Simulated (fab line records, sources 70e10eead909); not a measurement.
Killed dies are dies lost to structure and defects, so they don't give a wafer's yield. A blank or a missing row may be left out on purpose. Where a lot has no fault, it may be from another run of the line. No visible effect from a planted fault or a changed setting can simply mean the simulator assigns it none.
Comparing a struck lot with a sound one    flow nand-harc    13 steps out of a route of 1159
Sound: these wafers, L152.1, L152.3, L152.4. Struck: wafer L167.4 (L167.5, L167.6, from the same lot, were not struck and are left out); the cause is given at the end.
Per side, at each step with rows, come the tool, then ch with its chambers, and then its first start. Under that, the readings that differ: sound wafers    struck wafers    difference of the means    sigmas: that difference in standard deviations of wafers without a fault.
alike: words and numbers the same on both sides, and readings whose means are apart by under 2 such deviations; not compared: readings that were withheld, readings missing a value for some wafer, numbers with overlapping values and no deviation given by the record, and bounds like >300 which may hide the same value.
Wherever a step has rows on one side only, a row that says differs or no value, or a row with sigmas, the two part there. Numbers that have no deviation but don't overlap get no sigmas and don't part them. Lack of a reading on every wafer of one side parts them only where that side has two or more wafers.

NHARC_A_STAIRCASE_TRIM_189: chemistry O2, time 211.2 s.
  sound: rie-diel-05 ch 1,2,3; struck: rie-diel-10 ch 1
reading                 sound     struck  difference  sigmas
rf-hours-counter-h (h)  28 28 24  56      +29         
  alike: drypump-motor-current-A, oes-product-au, rf-vpp-V, showerhead-plenum-p-Torr, throttle-valve-pct
NHARC_A_STAIRCASE_ETCH_190: etches the open film in C4F8/O2, target depth 100 nm, time 40.5 s.
  sound: rie-diel-05 ch 0,2,3; struck: rie-diel-10 ch 1
reading                 sound     struck  difference  sigmas
rf-hours-counter-h (h)  24 28 29  56      +29         
  alike: oes-product-au, rf-vpp-V, run-length-s
then, 3 steps without rows for these wafers: NHARC_A_STAIRCASE_TRIM_191 (chemistry O2, time 211.2 s); NHARC_A_STAIRCASE_ETCH_192 (etches the open film in C4F8/O2, target depth 100 nm, time 40.5 s); NHARC_A_STAIRCASE_TRIM_193 (chemistry O2, time 211.2 s).
NHARC_A_STAIRCASE_ETCH_194: etches the open film in C4F8/O2, target depth 100 nm, time 40.5 s.
  sound: rie-diel-05 ch 0,2,3; struck: rie-diel-10 ch 3
reading                 sound     struck  difference  sigmas
rf-hours-counter-h (h)  28 30 25  58      +30         
  alike: oes-product-au, rf-vpp-V, run-length-s
then, 1 step without rows for these wafers: NHARC_A_STAIRCASE_TRIM_196 (chemistry O2, time 211.2 s).
NHARC_A_STAIRCASE_ETCH_197: etches the open film in C4F8/O2, target depth 100 nm, time 40.5 s.
  sound: rie-diel-01 ch 0,1,2; struck: rie-diel-10 ch 0
reading                 sound     struck  difference  sigmas
rf-hours-counter-h (h)  41 48 49  58      +12         
  alike: oes-product-au, rf-vpp-V, run-length-s
then, 2 steps without rows for these wafers: NHARC_A_STAIRCASE_TRIM_198 (chemistry O2, time 211.2 s); NHARC_A_STAIRCASE_ETCH_199 (etches the open film in C4F8/O2, target depth 100 nm, time 40.5 s).
NHARC_A_STAIRCASE_TRIM_200: chemistry O2, time 211.2 s.
  sound: rie-diel-01 ch 0,1,3; struck: rie-diel-10 ch 1
reading                 sound     struck  difference  sigmas
rf-hours-counter-h (h)  48 48 41  57      +11         
  alike: drypump-motor-current-A, oes-product-au, rf-vpp-V, showerhead-plenum-p-Torr, throttle-valve-pct
NHARC_A_STAIRCASE_ETCH_201: etches the open film in C4F8/O2, target depth 100 nm, time 40.5 s.
  sound on rie-diel-01 ch 0,1,2, day 11 14:47; struck on rie-diel-10 ch 2, day 15 08:37
reading                 sound           struck  difference  sigmas
rf-hours-counter-h (h)  49 48 41        58      +12         
run-length-s (s)        62.3 61.8 61.7  59.5    -2.4        -7
  alike: oes-product-au, rf-vpp-V
then, 1 step without rows for these wafers: NHARC_A_STAIRCASE_TRIM_202 (chemistry O2, time 211.2 s).

## WHERE THEY PART
NHARC_A_STAIRCASE_ETCH_201 only, going by this record.

WHY: whatever the simulator had introduced
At NHARC_A_STAIRCASE_ETCH_201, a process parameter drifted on rie-diel-10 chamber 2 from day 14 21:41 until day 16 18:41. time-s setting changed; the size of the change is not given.
